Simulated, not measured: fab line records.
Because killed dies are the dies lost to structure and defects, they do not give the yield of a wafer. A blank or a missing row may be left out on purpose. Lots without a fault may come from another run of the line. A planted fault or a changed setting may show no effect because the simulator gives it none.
Which tool was responsible?	flow n5Finfet	32 wafers from 11 lots sampled at 2 of the route's 1938 steps

WHAT EACH GAUGE READ, for each wafer
N5_PASSIVATION_OVL_MEAS_63.
lot	measured	on	PAD_OVL (nm)
L473	day 12 02:53	overlay-02	-2 -1
L474	day 12 06:40	overlay-02	0 5 2
L475	day 12 02:44	overlay-01	-2 3 1
L476	day 12 13:57	overlay-01	-4 -6 -1
L480	day 13 19:56	overlay-02	-1 1 2
L482	day 14 22:34	overlay-01	2 -2 4
L483	day 14 23:11	overlay-01	1 -2 2
L485	day 14 19:59	overlay-01	-2 7 3
L486	day 15 13:56	overlay-02	8 -1 10
L490	day 16 15:47	overlay-01	-3 -2 3
L495	day 19 00:44	overlay-01	-2 3 1

TOOL THAT RAN EACH LOT (tool first, then ch and the chambers of the sampled wafers, then the start)
lot	N5_GATE_CUT_ETCH_19
L473	rieDiel-04 ch 0,3, day 4 19:22
L474	rieDiel-01 ch 0,1,3, day 5 00:55
L475	rieDiel-01 ch 0,1,3, day 5 04:34
L476	rieDiel-03 ch 0,2, day 5 06:53
L480	rieDiel-04 ch 1,2,3, day 6 07:02
L482	rieDiel-04 ch 2,3, day 6 16:31
L483	rieDiel-03 ch 1,2,3, day 6 22:38
L485	rieDiel-04 ch 1,2,3, day 7 13:17
L486	rieDiel-04 ch 0,3, day 7 18:29
L490	rieDiel-04 ch 0,1,2, day 8 19:39
L495	rieDiel-01 ch 1,2,3, day 10 01:00
- N5_GATE_CUT_ETCH_19: etches SiNx in CH3F/O2, target depth 53.7 nm, time 76.7 s.

THE ANSWER, worked out from the rows above alone
Rule: usual is defined by the lots themselves. Put in order of their means at a reading, lots are off if they are a third of the lots or fewer, leave a main group of 4 or more, and stand apart from it by a gap of 3 or more times the standard deviation of the main group's means; of several such gaps the widest counts. A main group is skipped when, at the precision printed for the reading in the tables above, its means are all equal. Also off: a lot with no number at a reading for which 4 or more lots have one. Where the step has rows for the other lots, those lots are counted as sound.
No lot is off on any of the readings shown, so nothing can be concluded from this.

WHAT THE SIMULATOR PUT IN
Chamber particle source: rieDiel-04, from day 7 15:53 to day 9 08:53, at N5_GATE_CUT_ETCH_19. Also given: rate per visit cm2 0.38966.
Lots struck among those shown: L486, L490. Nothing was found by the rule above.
